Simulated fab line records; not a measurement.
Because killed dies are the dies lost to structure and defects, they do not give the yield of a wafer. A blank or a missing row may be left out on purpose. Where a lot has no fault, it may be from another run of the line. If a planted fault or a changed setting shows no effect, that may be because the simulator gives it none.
Matching of chambers / flow nand-harc / rie-diel-10 running NHARC_A_STAIRCASE_ETCH_444: 4 sister chambers
The step etches the open film in C4F8/O2, target depth 20400 nm, time 6800 s. 20 wafers are shown with their chamber, then 10 later ones without.

EACH WAFER AND ITS CHAMBER
wafer=L075.1; chamber=0; rf-vpp-V (V)=807; oes-product-au (a.u.)=0.944
wafer=L075.4; chamber=2; rf-vpp-V (V)=815; oes-product-au (a.u.)=0.933
wafer=L075.6; chamber=3; rf-vpp-V (V)=806; oes-product-au (a.u.)=0.932
wafer=L078.1; chamber=2; rf-vpp-V (V)=813; oes-product-au (a.u.)=0.942
wafer=L078.2; chamber=0; rf-vpp-V (V)=808; oes-product-au (a.u.)=0.972
wafer=L078.6; chamber=3; rf-vpp-V (V)=806; oes-product-au (a.u.)=0.952
wafer=L077.1; chamber=0; rf-vpp-V (V)=808; oes-product-au (a.u.)=0.965
wafer=L077.2; chamber=3; rf-vpp-V (V)=805; oes-product-au (a.u.)=0.978
wafer=L077.3; chamber=2; rf-vpp-V (V)=814; oes-product-au (a.u.)=0.969
wafer=L081.1; chamber=0; rf-vpp-V (V)=808; oes-product-au (a.u.)=0.940
wafer=L081.3; chamber=2; rf-vpp-V (V)=814; oes-product-au (a.u.)=0.918
wafer=L081.5; chamber=2; rf-vpp-V (V)=812; oes-product-au (a.u.)=0.923
wafer=L084.1; chamber=0; rf-vpp-V (V)=807; oes-product-au (a.u.)=0.920
wafer=L084.4; chamber=2; rf-vpp-V (V)=813; oes-product-au (a.u.)=0.918
wafer=L084.6; chamber=0; rf-vpp-V (V)=806; oes-product-au (a.u.)=0.925
wafer=L085.1; chamber=3; rf-vpp-V (V)=806; oes-product-au (a.u.)=0.934
wafer=L085.2; chamber=0; rf-vpp-V (V)=806; oes-product-au (a.u.)=0.929
wafer=L085.5; chamber=1; rf-vpp-V (V)=807; oes-product-au (a.u.)=0.934
wafer=L086.1; chamber=2; rf-vpp-V (V)=813; oes-product-au (a.u.)=0.927
wafer=L086.2; chamber=1; rf-vpp-V (V)=805; oes-product-au (a.u.)=0.924

SIGNATURES (means of the wafers above)
reading=rf-vpp-V; chamber 0=807.14; chamber 1=806.00; chamber 2=813.43; chamber 3=805.75; scatter within a chamber=0.912
reading=oes-product-au; chamber 0=0.94214; chamber 1=0.92900; chamber 2=0.93286; chamber 3=0.94900; scatter within a chamber=0.019
Rule: a wafer's distance from a chamber is the root of the sum, over the readings, of the square of ((its reading less the chamber's mean) divided by the reading's scatter). The wafer belongs to the nearest chamber; if the next one is less than 2 further off, it can't be placed. How the scatter is found: for the shown wafers, subtract from each reading the mean of its chamber, square and add these, divide the total by (wafers less chambers), then take the root.

WAFERS MISSING THEIR CHAMBER
wafer=L086.5; rf-vpp-V (V)=806; oes-product-au (a.u.)=0.921
wafer=L089.2; rf-vpp-V (V)=805; oes-product-au (a.u.)=0.929
wafer=L089.4; rf-vpp-V (V)=812; oes-product-au (a.u.)=0.920
wafer=L089.5; rf-vpp-V (V)=806; oes-product-au (a.u.)=0.921
wafer=L091.1; rf-vpp-V (V)=805; oes-product-au (a.u.)=0.960
wafer=L091.2; rf-vpp-V (V)=806; oes-product-au (a.u.)=0.979
wafer=L091.3; rf-vpp-V (V)=805; oes-product-au (a.u.)=0.961
wafer=L095.3; rf-vpp-V (V)=813; oes-product-au (a.u.)=0.965
wafer=L095.4; rf-vpp-V (V)=805; oes-product-au (a.u.)=0.973
wafer=L095.5; rf-vpp-V (V)=811; oes-product-au (a.u.)=0.962

THE CHAMBER EACH PASSED THROUGH
wafer=L086.5; from the rows above=can't be placed: 1 or 3 or 0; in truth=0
wafer=L089.2; from the rows above=can't be placed: 1 or 3 or 0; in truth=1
wafer=L089.4; from the rows above=2; in truth=2
wafer=L089.5; from the rows above=can't be placed: 1 or 3 or 0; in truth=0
wafer=L091.1; from the rows above=can't be placed: 3 or 1 or 0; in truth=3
wafer=L091.2; from the rows above=can't be placed: 3 or 0 or 1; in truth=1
wafer=L091.3; from the rows above=can't be placed: 3 or 1 or 0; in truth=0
wafer=L095.3; from the rows above=2; in truth=2
wafer=L095.4; from the rows above=can't be placed: 3 or 1 or 0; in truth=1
wafer=L095.5; from the rows above=can't be placed: 2 or 0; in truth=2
Correct placement for 2 of the 10. These rows do not allow placing 8 (true chamber among the candidates in 8). Wrongly placed: 0.
